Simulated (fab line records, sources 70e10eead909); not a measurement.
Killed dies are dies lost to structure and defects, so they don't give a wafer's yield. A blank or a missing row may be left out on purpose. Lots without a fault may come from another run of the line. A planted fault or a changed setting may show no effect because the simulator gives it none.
fab line records | flow nand_harc | part 1 of 2: steps 1 to 3 of 6
record lots=21 wafers=63 last_day=33
route steps=1302 shown A_STAIRCASE@788 A_SGD_CUT@910
lots that met no fault: from a run of the same line without faults
start_h: hours from the record's first day to the start of the lot's first wafer shown | wait_h: hours since the lot's step before | " the same as in the row above | L1.1+2: a row that stands for several wafers | - no value, or no start given | * or withheld: withheld | < > ~ a bound
route shown NAME@n: a module of which the file shows steps, and the number in the route of the first | usual: mean/standard deviation of fault-free wafers | same: alike in all rows | chamber/n: place in a boat | sites: the reading at each site | _std_site: their standard deviation | _edge_site: outer sites' mean less inner sites' | radius_mm: how far each site lies from the wafer's centre | mask NAME#n: copy n | behind: the tool/chamber that last shaped the wafer | hold: why the lot was held/for how many hours/how that ended | device: the transistor (n, p or np) that didn't switch | end of line: the same wafers' tests at the end of the route | a step without rows: its recipe alone | killed: dies lost to structure and defects at the first sort, not the wafer's yield | map: a wafer's dies, x killed, . not, _ none there
set.NAME: the setting as run; set.NAME@STEP: as run at that earlier step | model.NAME: the simulator's own value behind a step, which no gauge read
steps of the route over a sample of lots; a table a step, a row a wafer
services: from which hour (start_h, from the record's first day; less than 0 if before it) a tool's chamber was out of use, for how many hours, and why
## steps
# step NHARC_A_STAIRCASE_ETCH_451
# recipe target_depth_a=300 overetch_a=30 time_s=16.5 ion_energy_ev=100 cf4_flow_sccm=80 o2_flow_sccm=20 ar_flow_sccm=0 rf_w=300 bias_w=100 chemistry=CF4/O2
# usual bias_w=100.0/0.31 drypump_motor_current_A=5.9/0.43 mfc_ar_sccm=0.009/0.009 oes_product_au=1.000/0.0094 rf_vpp_V=198.3/1.7 showerhead_plenum_p_Torr=1.36/0.073 throttle_valve_pct=13.399/0.0094
# columns lot.wafer tool chamber start_h wait_h bias_w drypump_motor_current_A mfc_ar_sccm oes_product_au rf_hours_counter_h rf_vpp_V showerhead_plenum_p_Torr throttle_valve_pct
L075.3 rie_diel-03 3 - - 100.2 6.6 0 0.999 26 200.0 1.44 13.387
L075.2 " 0 " " 99.8 5.7 0 1.009 22 196.1 1.25 13.391
L075.1 " 1 " " 100.4 6.1 0.008 1.004 28 197.0 1.24 13.403
L076.2 rie_diel-05 3 - - 100.4 5.3 0 1.016 52 196.7 1.35 13.385
L076.5 " 3 " " 100.2 5.3 0 1.014 - 199.2 1.35 13.396
L076.6 " 0 " " 100.6 4.7 0.032 1.000 - 197.4 1.37 13.394
L077.3 rie_diel-07 3 - - 99.7 6.2 0.020 0.985 28 198.8 1.38 13.424
L077.2 " 0 " " 100.0 5.9 0.017 1.011 37 198.7 1.39 13.386
L077.5 " 0 " " 99.7 5.9 0.017 1.008 - 197.4 1.39 13.378
L078.3 rie_diel-07 0 - - 100.3 5.9 0.017 1.000 40 199.8 1.39 13.402
L078.4 " 1 " " 100.2 5.8 0.010 1.019 40 200.7 1.44 13.405
L078.6 " 3 " " 100.0 6.1 0.020 0.987 - 200.0 1.38 13.382
L079.2 rie_diel-07 1 - - 100.1 5.8 0.010 1.016 42 198.9 1.44 13.408
L079.3 " 2 " " 100.2 5.7 0 0.991 42 196.0 1.25 13.391
L079.5 " 0 " " 99.9 5.9 0.017 1.002 - 199.7 1.39 13.397
L081.2 rie_diel-07 2 - - 100.0 5.7 0 0.990 55 196.7 1.24 13.392
L081.1 " 3 " " 99.9 6.1 0.020 0.995 36 198.1 1.38 13.399
L081.5 " 2 " " 99.5 5.7 0 0.988 - 194.2 1.24 13.407
L080.1 rie_diel-05 3 - - 99.7 5.3 0 0.998 9 198.1 1.35 13.390
L080.3 " 0 " " 100.3 4.7 0.032 1.002 10 197.1 1.36 13.397
L080.6 " 2 " " 100.1 6.2 0 0.976 - 200.0 1.43 13.404
L082.2 rie_diel-03 2 - - 100.1 6.0 0.014 1.008 32 198.0 1.43 13.398
L082.1 " 3 " " 100.2 6.6 0 0.992 47 199.5 1.44 13.392
L082.6 " 2 " " 100.4 6.1 0.014 1.016 - 197.9 1.43 13.403
L083.1 rie_diel-05 0 - - 99.9 4.6 0.032 0.998 12 198.9 1.36 13.417
L083.3 " 1 " " 99.9 5.5 0.006 0.986 13 196.3 1.27 13.403
L083.5 " 3 " " 100.1 5.3 0 1.003 - 198.2 1.35 13.403
L084.4 rie_diel-03 0 - - 100.4 5.6 0 1.007 7 196.3 1.24 13.409
L084.6 " 1 " " 99.8 6.1 0.008 0.994 - 199.6 1.45 13.394
L084.5 " 2 " " 99.7 6.0 0.014 1.001 - 199.1 1.42 13.405
L085.4 rie_diel-07 2 - - 99.8 5.7 0 0.991 4 195.9 1.24 13.400
L085.1 " 3 " " 99.1 6.1 0.020 0.999 4 198.1 1.37 13.406
L085.6 " 0 " " 99.9 5.9 0.017 1.007 - 199.2 1.38 13.416
L086.3 rie_diel-05 0 - - 100.1 4.7 0.032 1.008 25 196.3 1.36 13.395
L086.1 " 2 " " 100.1 6.2 0 0.990 25 199.2 1.43 13.404
L086.6 " 0 " " 100.5 4.6 0.032 0.998 - 197.8 1.36 13.400
L088.3 rie_diel-07 2 - - 100.2 5.7 0 0.996 13 196.4 1.24 13.403
L088.4 " 3 " " 100.6 6.2 0.020 1.010 14 197.4 1.37 13.376
L088.5 " 3 " " 99.9 6.1 0.020 1.009 - 199.0 1.37 13.397
L090.1 rie_diel-07 0 - - 99.9 5.9 0.017 1.012 14 198.8 1.38 13.409
L090.4 " 2 " " 99.4 5.7 0 0.988 17 196.2 1.24 13.399
L090.5 " 0 " " 100.3 5.9 0.017 0.995 - 198.7 1.38 13.396
L092.4 rie_diel-03 0 - - 100.2 5.6 0 1.003 21 197.2 1.24 13.389
L092.1 " 2 " " 100.0 6.1 0.014 1.007 22 200.5 1.42 13.422
L092.5 " 0 " " 99.4 5.6 0 1.006 - 195.7 1.24 13.411
L091.2 rie_diel-07 2 - - 99.4 5.7 0 0.999 19 196.5 1.24 13.401
L091.4 " 0 " " 100.1 5.9 0.017 0.992 17 200.5 1.38 13.395
L091.5 " 2 " " 99.9 5.7 0 0.991 - 195.5 1.24 13.414
L093.1 rie_diel-07 2 - - 100.1 5.7 0 1.001 31 194.7 1.24 13.411
L093.4 " 3 " " 100.7 6.1 0.020 0.994 36 198.8 1.37 13.411
L093.5 " 2 " " 100.1 5.7 0 0.996 - 196.0 1.24 13.387
L095.2 rie_diel-07 2 - - 99.8 5.7 0 1.005 34 194.0 1.24 13.405
L095.3 " 3 " " 100.7 6.1 0.020 0.995 39 197.8 1.36 13.389
L095.6 " 1 " " 99.9 5.8 0.010 0.996 - 198.6 1.42 13.411
L094.2 rie_diel-03 1 - - 100.2 6.1 0.008 0.986 34 199.7 1.44 13.404
L094.1 " 3 " " 99.9 6.6 0 1.000 39 199.6 1.43 13.404
L094.4 " 3 " " 100.0 6.6 0 0.998 - 199.9 1.43 13.402
L097.3 rie_diel-03 2 - - 100.3 6.1 0.014 1.010 38 199.1 1.42 13.397
L097.6 " 1 " " 100.3 6.1 0.008 0.997 - 200.4 1.44 13.382
L097.4 " 3 " " 99.9 6.6 0 1.006 - 199.3 1.42 13.409
L096.1 rie_diel-03 2 - - 99.9 6.0 0.014 1.024 47 197.8 1.41 13.396
L096.5 " 2 " " 100.4 6.1 0.014 1.013 - 198.9 1.41 13.398
L096.6 " 1 " " 99.8 6.1 0.008 1.000 - 200.9 1.44 13.411
# step NHARC_A_STAIRCASE_HM_OPEN_463
# recipe o2_flow_sccm=400 cos_flow_sccm=20 ar_flow_sccm=0 rf_w=500 bias_w=300 chemistry=O2/COS
# usual bias_w=299.9/0.76 drypump_motor_current_A=5.9/0.43 mfc_ar_sccm=0.009/0.009 oes_product_au=0.999/0.0087 rf_vpp_V=468/3.7 showerhead_plenum_p_Torr=3.17/0.17 throttle_valve_pct=28.330/0.01
# columns lot.wafer tool chamber start_h wait_h bias_w drypump_motor_current_A mfc_ar_sccm oes_product_au rf_hours_counter_h rf_vpp_V showerhead_plenum_p_Torr throttle_valve_pct
L075.3 rie_diel-05 0 - - 300.6 4.7 0.032 0.987 51 469 3.20 28.325
L075.1 " 1 " " 300.1 5.5 0.006 0.990 49 463 2.98 28.322
L075.2 " 2 " " 299.4 6.2 0 0.992 47 471 3.35 28.319
L076.2 rie_diel-07 1 - - 298.8 5.7 0.010 0.999 40 473 3.35 28.332
L076.5 " 0 " " 299.3 5.9 0.017 0.989 - 468 3.24 28.341
L076.6 " 1 " " 298.3 5.8 0.010 0.995 - 473 3.35 28.320
L077.3 rie_diel-05 1 - - 301.5 5.5 0.006 0.988 0 463 2.98 28.329
L077.2 " 2 " " 299.8 6.2 0 0.977 0 471 3.34 28.325
L077.5 " 2 " " 300.8 6.2 0 0.991 - 472 3.34 28.323
L078.4 rie_diel-03 1 425.07 0.3 299.2 6.1 0.008 0.995 - 464 2.90 28.329
L078.3 " 2 " " 299.7 6.1 0.014 1.001 - 471 3.33 28.335
L078.6 " 2 " " 299.5 6.1 0.014 1.008 - 471 3.33 28.344
L079.3 rie_diel-03 3 - - 300.8 6.7 0 1.000 41 472 3.35 28.340
L079.2 " 1 " " 300.0 6.1 0.008 0.994 49 463 2.90 28.345
L079.5 " 1 " " 299.4 6.1 0.008 0.991 - 461 2.90 28.319
L081.1 rie_diel-03 3 - - 300.8 6.6 0 0.994 52 472 3.35 28.346
L081.2 " 0 " " 299.5 5.7 0 0.997 47 463 2.92 28.318
L081.5 " 2 " " 300.4 6.0 0.014 1.006 - 471 3.33 28.327
L082.1 rie_diel-07 2 - - 300.0 5.7 0 0.998 59 463 2.92 28.325
L082.2 " 3 " " 300.0 6.1 0.020 0.990 40 469 3.21 28.322
L082.6 " 1 " " 300.7 5.8 0.010 0.992 - 471 3.34 28.317
L080.1 rie_diel-07 2 - - 300.4 5.7 0 1.013 60 463 2.91 28.317
L080.3 " 0 " " 299.0 5.9 0.017 1.003 55 469 3.23 28.325
L080.6 " 3 " " 300.0 6.1 0.020 0.995 - 468 3.21 28.345
L083.3 rie_diel-07 3 - - 300.0 6.1 0.020 0.995 41 470 3.21 28.318
L083.1 " 1 " " 299.2 5.8 0.010 1.001 59 473 3.34 28.324
L083.5 " 0 " " 300.0 5.9 0.017 0.994 - 469 3.23 28.332
L084.4 rie_diel-07 2 - - 301.2 5.7 0 0.992 - 463 2.91 28.326
L084.5 " 3 " " 300.3 6.1 0.020 1.000 - 469 3.21 28.339
L084.6 " 1 " " 299.4 5.8 0.010 1.012 - 472 3.33 28.338
L086.1 rie_diel-03 0 - - 299.8 5.7 0 1.003 17 464 2.91 28.316
L086.3 " 1 " " 300.4 6.0 0.008 1.002 16 471 3.36 28.337
L086.6 " 0 " " 300.2 5.7 0 1.005 - 463 2.91 28.324
L085.1 rie_diel-07 2 - - 299.1 5.7 0 0.993 13 463 2.91 28.338
L085.4 " 0 " " 301.1 6.0 0.017 1.011 9 469 3.22 28.338
L085.6 " 3 " " 299.8 6.1 0.020 1.007 - 468 3.20 28.344
L088.3 rie_diel-05 1 - - 299.8 5.5 0.006 1.006 39 465 2.96 28.330
L088.4 " 2 " " 298.6 6.2 0 0.989 41 471 3.32 28.324
L088.5 " 1 " " 299.4 5.5 0.006 1.015 - 463 2.96 28.347
L090.4 rie_diel-03 1 - - 298.6 6.1 0.008 0.998 22 472 3.36 28.333
L090.1 " 2 " " 299.4 6.1 0.014 1.017 23 471 3.31 28.320
L090.5 " 3 " " 299.7 6.6 0 1.008 - 473 3.33 28.352
L092.1 rie_diel-05 3 - - 298.2 5.3 0 0.998 42 467 3.14 28.342
L092.4 " 0 " " 300.2 4.7 0.032 1.010 45 468 3.17 28.334
L092.5 " 0 " " 299.5 4.7 0.032 1.025 - 468 3.17 28.317
L091.2 rie_diel-03 3 - - 300.2 6.7 0 1.016 26 473 3.33 28.332
L091.4 " 1 " " 299.7 6.1 0.008 1.009 23 472 3.36 28.336
L091.5 " 3 " " 300.3 6.6 0 1.010 - 470 3.33 28.335
L093.1 rie_diel-07 0 - - 299.8 5.9 0.017 0.998 37 468 3.21 28.362
L093.4 " 2 " " 299.2 5.7 0 0.996 37 463 2.89 28.341
L093.5 " 1 " " 298.5 5.8 0.010 0.997 - 470 3.32 28.326
L095.3 rie_diel-07 3 - - 298.8 6.1 0.020 0.991 43 468 3.19 28.327
L095.2 " 2 " " 299.8 5.7 0 0.994 41 461 2.89 28.316
L095.6 " 0 " " 300.6 5.9 0.017 1.002 - 470 3.21 28.311
L097.4 rie_diel-07 0 - - 300.4 6.0 0.017 0.993 40 468 3.21 28.332
L097.3 " 2 " " 300.6 5.7 0 0.989 43 462 2.89 28.310
L097.6 " 3 " " 300.6 6.1 0.020 0.997 - 470 3.19 28.333
L094.1 rie_diel-03 3 - - 300.3 6.7 0 1.001 53 472 3.32 28.314
L094.2 " 1 " " 300.5 6.1 0.008 0.999 49 472 3.35 28.335
L094.4 " 3 " " 300.7 6.7 0 0.994 - 470 3.32 28.336
L096.1 rie_diel-07 3 - - 300.4 6.1 0.020 0.999 46 470 3.19 28.321
L096.6 " 2 " " 300.5 5.7 0 1.000 - 461 2.89 28.331
L096.5 " 3 " " 301.2 6.2 0.020 0.993 - 468 3.19 28.337
# step NHARC_A_STAIRCASE_ETCH_453
# recipe target_depth_a=300 overetch_a=30 time_s=16.5 ion_energy_ev=100 cf4_flow_sccm=80 o2_flow_sccm=20 ar_flow_sccm=0 rf_w=300 bias_w=100 chemistry=CF4/O2
# usual bias_w=100.01/0.28 drypump_motor_current_A=5.9/0.45 mfc_ar_sccm=0.010/0.0092 oes_product_au=0.999/0.0092 rf_vpp_V=198.3/1.8 showerhead_plenum_p_Torr=1.36/0.073 throttle_valve_pct=13.397/0.0087
# columns lot.wafer tool chamber start_h wait_h bias_w drypump_motor_current_A mfc_ar_sccm oes_product_au rf_hours_counter_h rf_vpp_V showerhead_plenum_p_Torr throttle_valve_pct
L075.1 rie_diel-05 3 - - 99.83 5.3 0 0.999 49 198.2 1.36 13.390
L075.2 " 1 " " 100.39 5.5 0.006 0.996 49 197.9 1.27 13.390
L075.3 " 2 " " 100.43 6.2 0 0.994 47 198.8 1.43 13.389
L076.2 rie_diel-07 2 - - 100.38 5.7 0 0.993 40 197.9 1.25 13.399
L076.6 " 2 " " 100.04 5.7 0 0.997 - 195.4 1.25 13.381
L076.5 " 3 " " 99.87 6.2 0.020 0.986 - 199.0 1.38 13.392
L077.3 rie_diel-05 3 - - 99.74 5.3 0 1.011 0 199.4 1.35 13.397
L077.2 " 2 " " 100.20 6.2 0 0.983 0 198.9 1.43 13.382
L077.5 " 0 " " 100.11 4.7 0.032 0.997 - 198.2 1.37 13.394
L078.3 rie_diel-03 2 425.58 0.1 100.06 6.0 0.014 1.007 24 199.4 1.43 13.398
L078.4 " 2 " " 100.05 6.0 0.014 1.001 - 198.7 1.43 13.425
L078.6 " 3 " " 100.28 6.6 0 0.995 - 200.1 1.44 13.405
L079.3 rie_diel-03 3 - - 100.27 6.6 0 0.996 42 198.9 1.44 13.389
L079.2 " 2 " " 99.98 6.0 0.014 1.003 25 200.3 1.43 13.401
L079.5 " 2 " " 100.13 6.0 0.014 1.013 - 199.9 1.43 13.392
L081.2 rie_diel-03 2 - - 99.90 6.1 0.014 1.016 38 200.3 1.43 13.392
L081.1 " 3 " " 99.38 6.6 0 0.995 52 200.9 1.43 13.393
L081.5 " 2 " " 99.88 6.1 0.014 1.020 - 199.2 1.43 13.376
L082.2 rie_diel-07 2 - - 100.12 5.7 0 0.998 59 195.6 1.24 13.388
L082.1 " 1 " " 100.32 5.8 0.010 0.997 57 200.2 1.43 13.408
L082.6 " 3 " " 99.56 6.1 0.020 0.985 - 197.6 1.37 13.402
L080.1 rie_diel-07 3 - - 100.19 6.1 0.020 0.987 41 199.3 1.37 13.389
L080.3 " 0 " " 99.63 6.0 0.017 0.998 56 199.0 1.38 13.389
L080.6 " 3 " " 100.06 6.1 0.020 0.997 - 197.2 1.37 13.400
L083.1 rie_diel-07 1 - - 99.77 5.8 0.010 0.999 59 200.2 1.43 13.402
L083.3 " 2 " " 99.92 5.8 0 1.006 60 195.2 1.24 13.394
L083.5 " 2 " " 100.00 5.7 0 0.997 - 194.0 1.24 13.399
L084.6 rie_diel-07 1 - - 100.11 5.8 0.010 1.001 - 200.2 1.43 13.406
L084.4 " 2 " " 100.19 5.7 0 0.983 - 196.6 1.24 13.401
L084.5 " 3 " " 99.68 6.1 0.020 0.984 - 199.3 1.37 13.408
L086.1 rie_diel-03 3 - - 99.67 6.6 0 1.020 20 199.7 1.43 13.401
L086.3 " 0 " " 100.23 5.6 0 1.016 17 195.4 1.24 13.408
L086.6 " 2 " " 99.70 6.1 0.014 1.016 - 198.6 1.42 13.377
L085.4 rie_diel-07 0 - - 100.12 5.9 0.017 1.008 9 197.7 1.38 13.399
L085.1 " 1 " " 100.81 5.8 0.010 1.001 15 200.1 1.43 13.413
L085.6 " 3 " " 100.02 6.2 0.020 1.002 - 198.2 1.37 13.409
L088.3 rie_diel-05 3 - - 100.04 5.3 0 0.985 39 199.3 1.34 13.401
L088.4 " 0 " " 100.25 4.7 0.032 0.998 42 197.2 1.36 13.404
L088.5 " 0 " " 99.65 4.7 0.032 0.991 - 197.4 1.36 13.413
L090.4 rie_diel-03 1 - - 99.95 6.1 0.008 1.003 22 198.5 1.44 13.396
L090.1 " 2 " " 99.65 6.0 0.014 1.003 23 199.4 1.42 13.389
L090.5 " 0 " " 99.81 5.7 0 1.007 - 195.6 1.24 13.392
L092.4 rie_diel-05 1 - - 99.91 5.5 0.006 0.998 41 196.1 1.26 13.414
L092.1 " 3 " " 99.95 5.3 0 1.009 42 197.6 1.34 13.386
L092.5 " 2 " " 100.23 6.2 0 0.986 - 197.9 1.42 13.405
L091.4 rie_diel-03 2 - - 100.68 6.1 0.014 1.009 25 198.8 1.42 13.388
L091.2 " 3 " " 100.09 6.6 0 1.003 26 198.9 1.43 13.406
L091.5 " 1 " " 99.84 6.1 0.008 0.999 - 200.2 1.44 13.385
L093.1 rie_diel-07 2 - - 100.10 5.7 0 1.003 37 196.4 1.24 13.385
L093.4 " 3 " " 100.61 6.1 0.020 0.997 40 199.2 1.36 13.388
L093.5 " 3 " " 100.57 6.1 0.020 0.990 - 198.0 1.36 13.382
L095.2 rie_diel-07 1 - - 100.01 5.8 0.010 0.986 43 200.6 1.42 13.395
L095.3 " 2 " " 99.60 5.7 0 1.005 41 194.9 1.23 13.398
L095.6 " 1 " " 99.74 5.8 0.010 0.993 - 200.6 1.42 13.392
L097.4 rie_diel-07 0 - - 100.21 5.9 0.017 0.993 40 199.5 1.37 13.383
L097.3 " 2 " " 100.15 5.7 0 1.012 43 194.4 1.23 13.391
L097.6 " 0 " " 100.01 5.9 0.017 1.007 - 199.1 1.37 13.398
L094.2 rie_diel-03 3 - - 99.61 6.6 0 0.992 53 200.8 1.42 13.395
L094.1 " 1 " " 100.46 6.1 0.008 0.996 49 200.9 1.43 13.390
L094.4 " 3 " " 99.95 6.6 0 0.987 - 199.3 1.42 13.414
L096.1 rie_diel-07 1 - - 99.89 5.7 0.010 0.995 47 200.3 1.42 13.379
L096.6 " 3 " " 99.91 6.1 0.020 0.998 - 198.6 1.36 13.402
L096.5 " 0 " " 100.14 5.9 0.017 0.997 - 198.5 1.37 13.400
